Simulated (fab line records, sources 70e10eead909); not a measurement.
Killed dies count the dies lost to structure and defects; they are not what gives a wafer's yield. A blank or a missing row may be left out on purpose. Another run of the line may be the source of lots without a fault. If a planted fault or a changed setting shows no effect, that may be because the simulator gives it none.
Which tool is to blame? + flow nand_harc + 33 wafers from 11 lots sampled at 4 of the route's 1159 steps

== WHAT THE GAUGES READ, wafer by wafer ==
No reading from a measuring or inspecting step in the record can be judged against a usual standard deviation.

== EACH LOT AND THE TOOL THAT RAN IT (in order: tool; ch and the chambers of the sampled wafers; start) ==
| lot  | NHARC_A_CONTACT_ETCH_126             | NHARC_A_CONTACT_ETCH_91            | NHARC_A_CONTACT_ETCH_106           | NHARC_A_CONTACT_STRIP_82       |
|------|--------------------------------------|------------------------------------|------------------------------------|--------------------------------|
| L101 | har_cap_etch-02 ch 0,1, day 16 17:49 | rie_diel-09 ch 1,2,3, day 16 19:31 | rie_diel-09 ch 0,3, day 16 20:03   | rie_diel-09 ch 1,2,3, no start |
| L100 | har_cap_etch-02 ch 0,1, day 17 03:31 | rie_diel-03 ch 0,1,2, day 17 05:05 | rie_diel-03 ch 2,3, day 17 05:46   | rie_diel-03 ch 2,3, no start   |
| L105 | har_cap_etch-02 ch 0,1, day 17 19:35 | rie_diel-03 ch 0,1,2, day 17 21:08 | rie_diel-03 ch 0,1,3, day 17 21:40 | rie_diel-03 ch 0,2,3, no start |
| L106 | har_cap_etch-01 ch 0,1, day 18 00:25 | rie_diel-02 ch 2,3, day 18 01:55   | rie_diel-03 ch 0,2,3, day 18 02:46 | rie_diel-03 ch 0,1,2, no start |
| L103 | har_cap_etch-01 ch 0,1, day 18 05:16 | rie_diel-03 ch 1,2, day 18 06:50   | rie_diel-09 ch 2,3, day 18 07:20   | rie_diel-09 ch 0,1,2, no start |
| L104 | har_cap_etch-01 ch 0,1, day 18 14:47 | rie_diel-09 ch 1,2,3, day 18 16:20 | rie_diel-09 ch 0,2,3, day 18 16:59 | rie_diel-09 ch 0,1,3, no start |
| L107 | har_cap_etch-02 ch 0,1, day 18 16:28 | rie_diel-02 ch 0,2, day 18 18:02   | rie_diel-02 ch 0,1,2, day 18 18:37 | rie_diel-02 ch 2,3, no start   |
| L114 | har_cap_etch-01 ch 0,1, day 19 18:43 | rie_diel-03 ch 1,2, day 19 20:13   | rie_diel-09 ch 0,1,2, day 19 20:45 | rie_diel-09 ch 0,1,3, no start |
| L119 | har_cap_etch-01 ch 0,1, day 21 14:43 | rie_diel-09 ch 0,1,3, day 21 16:15 | rie_diel-03 ch 0,3, day 21 16:53   | rie_diel-03 ch 1,2,3, no start |
| L120 | har_cap_etch-03 ch 0,1, day 21 16:40 | rie_diel-02 ch 0,1, day 21 18:13   | rie_diel-09 ch 0,1,3, day 21 18:49 | rie_diel-09 ch 1,2, no start   |
| L123 | har_cap_etch-01 ch 0,1, day 22 22:48 | rie_diel-09 ch 0,2,3, day 23 00:22 | rie_diel-02 ch 0,1,3, day 23 00:58 | rie_diel-02 ch 0,2,3, no start |
- NHARC_A_CONTACT_ETCH_126: etches the open film in C4F8/O2/Ar, time 155 s, target depth 956 nm.
- NHARC_A_CONTACT_ETCH_91: etches the open film in CH3F/O2, target depth 40 nm, time 85.7 s.
- NHARC_A_CONTACT_ETCH_106: etches the open film in CF4/O2, target depth 60 nm, overetch 6 nm, time 33 s.
- NHARC_A_CONTACT_STRIP_82: strips in O2.

== WHAT THE TOOLS THEMSELVES READ (means of the sampled wafers that have a number; where no wafer has one, the mark that the record gives instead) ==
NHARC_A_CONTACT_ETCH_91.
| lot  | tool        | drypump_motor_current_A (A) | oes_product_au (a.u.) | rf_vpp_V (V) | run_length_s (s) | showerhead_plenum_p_Torr (Torr) | throttle_valve_pct (%) |
|------|-------------|-----------------------------|-----------------------|--------------|------------------|---------------------------------|------------------------|
| L101 | rie_diel-09 | 5.87                        | 0.936                 | 242.6        | 107.0            | 2.36                            | 20.664                 |
| L100 | rie_diel-03 | 5.81                        | 0.924                 | 244.6        | 106.9            | 2.48                            | 20.659                 |
| L105 | rie_diel-03 | 5.81                        | 0.998                 | 243.7        | 107.0            | 2.48                            | 20.659                 |
| L106 | rie_diel-02 | 6.20                        | 0.925                 | 245.5        | 107.5            | 2.56                            | 20.655                 |
| L103 | rie_diel-03 | 5.80                        | 1.002                 | 245.4        | 107.1            | 2.51                            | 20.673                 |
| L104 | rie_diel-09 | 5.87                        | 0.921                 | 243.9        | 107.2            | 2.36                            | 20.666                 |
| L107 | rie_diel-02 | 5.87                        | 0.932                 | 243.4        | 106.9            | 2.37                            | 20.659                 |
| L114 | rie_diel-03 | 5.81                        | 0.918                 | 244.7        | 85.9             | 2.50                            | 20.659                 |
| L119 | rie_diel-09 | 5.78                        | 0.927                 | 243.0        | 107.1            | 2.38                            | 20.660                 |
| L120 | rie_diel-02 | 5.88                        | 0.927                 | 244.7        | 107.1            | 2.45                            | 20.661                 |
| L123 | rie_diel-09 | 5.96                        | 0.940                 | 245.0        | 107.1            | 2.48                            | 20.656                 |

NHARC_A_CONTACT_ETCH_106.
| lot  | tool        | drypump_motor_current_A (A) | oes_product_au (a.u.) | rf_vpp_V (V) | run_length_s (s) | showerhead_plenum_p_Torr (Torr) | throttle_valve_pct (%) |
|------|-------------|-----------------------------|-----------------------|--------------|------------------|---------------------------------|------------------------|
| L101 | rie_diel-09 | 5.9                         | 0.995                 | 196.5        | 54.4             | 1.30                            | 13.395                 |
| L100 | rie_diel-03 | 5.8                         | 0.989                 | 198.7        | 54.2             | 1.34                            | 13.396                 |
| L105 | rie_diel-03 | 5.7                         | 1.003                 | 198.4        | 53.8             | 1.31                            | 13.403                 |
| L106 | rie_diel-03 | 5.8                         | 1.004                 | 197.8        | 54.1             | 1.32                            | 13.391                 |
| L103 | rie_diel-09 | 6.0                         | 0.986                 | 196.6        | 54.7             | 1.27                            | 13.397                 |
| L104 | rie_diel-09 | 6.0                         | 0.999                 | 196.6        | 54.6             | 1.28                            | 13.394                 |
| L107 | rie_diel-02 | 5.7                         | 1.007                 | 197.7        | 54.2             | 1.34                            | 13.396                 |
| L114 | rie_diel-09 | 5.8                         | 1.003                 | 196.1        | 54.4             | 1.32                            | 13.392                 |
| L119 | rie_diel-03 | 5.8                         | 1.002                 | 196.4        | 53.8             | 1.28                            | 13.402                 |
| L120 | rie_diel-09 | 5.8                         | 0.995                 | 197.0        | 54.5             | 1.29                            | 13.401                 |
| L123 | rie_diel-02 | 6.0                         | 1.002                 | 198.2        | 54.5             | 1.38                            | 13.396                 |

NHARC_A_CONTACT_STRIP_82.
| lot  | tool        | drypump_motor_current_A (A) | oes_product_au (a.u.) | rf_vpp_V (V) | showerhead_plenum_p_Torr (Torr) | throttle_valve_pct (%) |
|------|-------------|-----------------------------|-----------------------|--------------|---------------------------------|------------------------|
| L101 | rie_diel-09 | 5.9                         | 0.999                 | 57.6         | 3.39                            | 17.048                 |
| L100 | rie_diel-03 | 5.8                         | 0.994                 | 57.3         | 3.55                            | 17.030                 |
| L105 | rie_diel-03 | 5.8                         | 0.999                 | 57.2         | 3.50                            | 17.040                 |
| L106 | rie_diel-03 | 5.8                         | 1.002                 | 58.1         | 3.56                            | 17.045                 |
| L103 | rie_diel-09 | 5.8                         | 1.001                 | 56.8         | 3.32                            | 17.040                 |
| L104 | rie_diel-09 | 5.8                         | 1.002                 | 57.3         | 3.42                            | 17.027                 |
| L107 | rie_diel-02 | 6.2                         | 1.002                 | 57.6         | 3.66                            | 17.040                 |
| L114 | rie_diel-09 | 5.8                         | 0.996                 | 57.6         | 3.42                            | 17.037                 |
| L119 | rie_diel-03 | 5.8                         | 1.001                 | 58.3         | 3.49                            | 17.035                 |
| L120 | rie_diel-09 | 5.8                         | 1.003                 | 57.6         | 3.64                            | 17.035                 |
| L123 | rie_diel-02 | 6.1                         | 1.006                 | 57.8         | 3.52                            | 17.040                 |

== THE ANSWER, worked out from the rows above alone ==
Rule: what is usual is taken from the lots themselves. Put in order of their means at a reading, lots are off if they are a third of the lots or fewer, leave a main group of 4 or more, and stand apart from it by a gap of 3 or more times the standard deviation of the main group's means; of several such gaps the widest counts. A main group is skipped when, at the precision printed for the reading in the tables above, its means are all equal. Also off: a lot with no number at a reading for which 4 or more lots have one. All remaining lots with rows at the step are treated as sound. First the gauges in route order, then the tools' own readings, where a lot's mean is used as printed above. At the first step where some lot is off, the reading lying furthest off is the one used; lots without a number count as furthest.
Off: L114 (NHARC_A_CONTACT_ETCH_91, run_length_s). The main group: mean 107.1 s, standard deviation 0.16.
If a tool, at that step or one of the process steps before it, ran each lot that is off and ran no sound lot following the first of them, it fits. One fits: NHARC_A_CONTACT_ETCH_91 on rie_diel-03. A fault onset in the window from L103 (day 18 06:50, its last sound lot) to L114 (day 19 20:13, its first lot off) fits.
On the lots that are off, the tool's own readings at NHARC_A_CONTACT_ETCH_91 differ by more than 5 times the standard deviation of the sound lots' means, which bears it out; run_length_s reads 85.9 s there versus 107.1 s on the sound lots.

== WHAT HAD BEEN PUT IN BY THE SIMULATOR ==
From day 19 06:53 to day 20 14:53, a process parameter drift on rie_diel-03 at NHARC_A_CONTACT_ETCH_91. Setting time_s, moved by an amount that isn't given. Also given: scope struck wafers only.
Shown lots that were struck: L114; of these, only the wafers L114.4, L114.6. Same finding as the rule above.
